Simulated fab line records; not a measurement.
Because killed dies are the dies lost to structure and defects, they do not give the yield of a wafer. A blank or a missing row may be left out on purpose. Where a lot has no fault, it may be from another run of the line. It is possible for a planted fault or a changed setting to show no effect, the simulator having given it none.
Problem report in the 8D (eight disciplines) form, filled by code | flow nand harc | the parts of the form that need people (team, actions taken, sign-off) are left out

== 1. PROBLEM STATEMENT ==
killed at array at NHARC_END_SORT_01 reads a mean of 483 on 1 wafer of 1 lot; wafers without a fault read 24 with a standard deviation of 8.4. Measured from the usual mean, that is +55 standard deviations.
First seen on wafer L868.5, day 23 13:33, on prober-02. The record holds 3 wafers of 1 lot with a number at this step. Rule for "out" (also "out of limits"): further than 4 standard deviations from the usual mean. The rest of the wafers with a number are treated as sound.

== 2. WHAT IT IS; WHAT IT IS NOT ==
question                    | is                           | is not
which readings at this step | killed at array, killed dies | killed at other, killed at periphery, killed open, killed short
which lots                  | L868                         | -
which wafers of those lots  | L868.5                       | L868.1, L868.3
read on which gauges        | prober-02                    | -
when                        | from day 23 13:33            | up to then (2 sound wafers)

== 3. WHAT RULES OUT EACH SUSPECT ==
Counting: a tool at a process step up to the reading stays a suspect if it ran every lot that is out. Sound lots after the first of them don't rule it out here, since some wafers of a struck lot are sound.
- the gauge at NHARC_END_SORT_01: kept. All the wafers that are out were read on prober-02, and no step on other tools shows them out.
- rie diel-12 at NHARC_A_CHANNEL_HOLE_D1_ETCH_34 (etches the open film in CF4/CHF3, target depth 154 nm, time 77 s): kept. It ran the lot that is out, L868 (day 12 11:53).
- pecvd-01 at NHARC_A_M1_DEP_33 (deposits SiCN, target thk 30 nm): kept. It ran the lot that is out, L868 (day 21 23:41).
- cmp-01 at NHARC_A_BONDPAD_CMP_29 (polishes SiCN, target thk 200 nm): kept. It ran the lot that is out, L868 (day 22 00:39).
- Within rie diel-12 at NHARC_A_CHANNEL_HOLE_D1_ETCH_34: the wafers that are out ran in chamber 1; their sound lot-mates ran in chambers 0, 3.
Left after counting: rie diel-12 at NHARC_A_CHANNEL_HOLE_D1_ETCH_34, pecvd-01 at NHARC_A_M1_DEP_33, cmp-01 at NHARC_A_BONDPAD_CMP_29, prober-02 at NHARC_END_SORT_01.

== 4. THE CAUSE (what the simulator had put in) ==
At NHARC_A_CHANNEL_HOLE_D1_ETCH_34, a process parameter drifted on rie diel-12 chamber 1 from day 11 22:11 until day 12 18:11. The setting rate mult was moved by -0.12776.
4 suspects survive the count, and this tool is in that group.

== 5. SEQUENCE OF EFFECTS, ordered by route ==
Each row: a reading where the mean over the struck wafers with a number is more than 3 standard deviations away from the usual. Only readings for which the record gives a usual standard deviation are gone through. hours: the time from each lot's start at the first step in this table that gives one to its start at this step, as a median over the lots. sigmas: the change in usual standard deviations.
hours | step              | reading         | usual | on struck wafers | change | sigmas
0     | NHARC_END_SORT_01 | killed at array | 24    | 483              | +459   | +55
0     | NHARC_END_SORT_01 | killed dies     | 27    | 486              | +459   | +53

== 6. WHAT WOULD HAVE CAUGHT IT SOONER ==
In this record the first reading out of limits at a measuring or inspecting step was taken at day 23 13:33, 279 hours after the fault began at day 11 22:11.
No tool reading at NHARC_A_CHANNEL_HOLE_D1_ETCH_34 that has a usual standard deviation in the record was out on any struck wafer, so an alarm limit of 4 standard deviations on those readings would not have fired.
Lots out: 1; all had begun NHARC_A_CHANNEL_HOLE_D1_ETCH_34 on rie diel-12 by day 23 13:33. Holding the tool at that point would not have protected any of them.
